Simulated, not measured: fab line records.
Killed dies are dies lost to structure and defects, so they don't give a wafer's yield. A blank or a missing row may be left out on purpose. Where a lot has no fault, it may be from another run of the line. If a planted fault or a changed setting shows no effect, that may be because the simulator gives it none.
Problem report in the 8D (eight disciplines) form, filled by code ; flow nand-harc ; the parts of the form that need people (team, actions taken, sign-off) are left out

1. THE PROBLEM
At NHARC_A_CHANNEL_HOLE_D2_INSPECT_12, raw-defect-count averages 740 over 2 wafers from 2 lots, while fault-free wafers read 26, standard deviation 21. Relative to the usual mean, that is a shift of +34 standard deviations.
First observed at day 18 04:52: wafer L257.4, on defect-inspect-01. The record holds 15 wafers of 6 lots with a number at this step. Rule for "out" (also "out of limits"): further than 4 standard deviations from the usual mean. Any other wafer with a number is counted as sound.

2. WHAT THIS IS AND IS NOT
question;is;is not
which readings at this step;raw-defect-count;-
which lots;L257, L259;L245, L254, L267, L268
which wafers of those lots;L257.4, L259.3;L259.4
read on which gauges;defect-inspect-01, defect-inspect-02;-
when;from day 18 04:52;"up to then (6 sound wafers); but 7 sound wafers of L259, L267, L268 came after"

3. SUSPECTS, AND WHAT RULES EACH OUT
Counting: any tool at a process step up to the reading remains a suspect provided it ran every lot that is out. Sound lots after the first of them don't rule it out here, since some wafers of a struck lot are sound.
- the gauge at NHARC_A_CHANNEL_HOLE_D2_INSPECT_12 is ruled out. 2 gauges (defect-inspect-01, defect-inspect-02) read the wafers that are out.
- pecvd-04 at NHARC_A_CHANNEL_HOLE_D2_DEP_01 (deposits SiON, target thk 140 nm): kept. Ran every lot that is out, first one L257 (day 18 04:08); last sound lot up to then L245 (day 13 14:42).
- Within pecvd-04 at NHARC_A_CHANNEL_HOLE_D2_DEP_01, the wafers that are out were processed in chamber 2 and their sound lot-mates in chamber 1.
After counting, what remains is pecvd-04 at NHARC_A_CHANNEL_HOLE_D2_DEP_01.

4. THE CAUSE (what the simulator had put in)
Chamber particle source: pecvd-04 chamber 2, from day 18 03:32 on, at NHARC_A_CHANNEL_HOLE_D2_DEP_01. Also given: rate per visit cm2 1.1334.
This tool alone remained once counting was done.

5. THE EFFECT CHAIN, in route order
Each row: a reading where the mean over the struck wafers with a number is more than 3 standard deviations away from the usual. Only readings for which the record gives a usual standard deviation are gone through. hours: the time from each lot's start at the first step in this table that gives one to its start at this step, as a median over the lots. sigmas: the change in usual standard deviations.
hours;step;reading;usual;on struck wafers;change;sigmas
0;NHARC_A_CHANNEL_HOLE_D2_INSPECT_12;raw-defect-count;26;740;+714;+34
10;NHARC_A_CHANNEL_HOLE_D2_INSPECT_40;raw-defect-count;267;991;+724;+8.9
282;NHARC_END_SORT_01;killed-at-array;57;120;+62;+3.1
282;NHARC_END_SORT_01;killed-dies;61;126;+64;+3.4
Later steps that measure or inspect, where all struck wafers having a row at the step show a number for every such reading and not one has moved that far: NHARC_A_CHANNEL_HOLE_D2_CD_MEAS_18.

6. WHAT WOULD HAVE CAUGHT IT SOONER
In this record the first reading out of limits at a measuring or inspecting step was taken at day 18 04:52, 1 hour after the fault began at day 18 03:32.
Of the tool readings at NHARC_A_CHANNEL_HOLE_D2_DEP_01 for which the record gives a usual standard deviation, none was out on any struck wafer, so an alarm limit of 4 standard deviations on them would not have fired.
Among the 2 lots that are out, L259 began NHARC_A_CHANNEL_HOLE_D2_DEP_01 on pecvd-04 after day 18 04:52. It would have been spared by a hold on the tool at that moment.
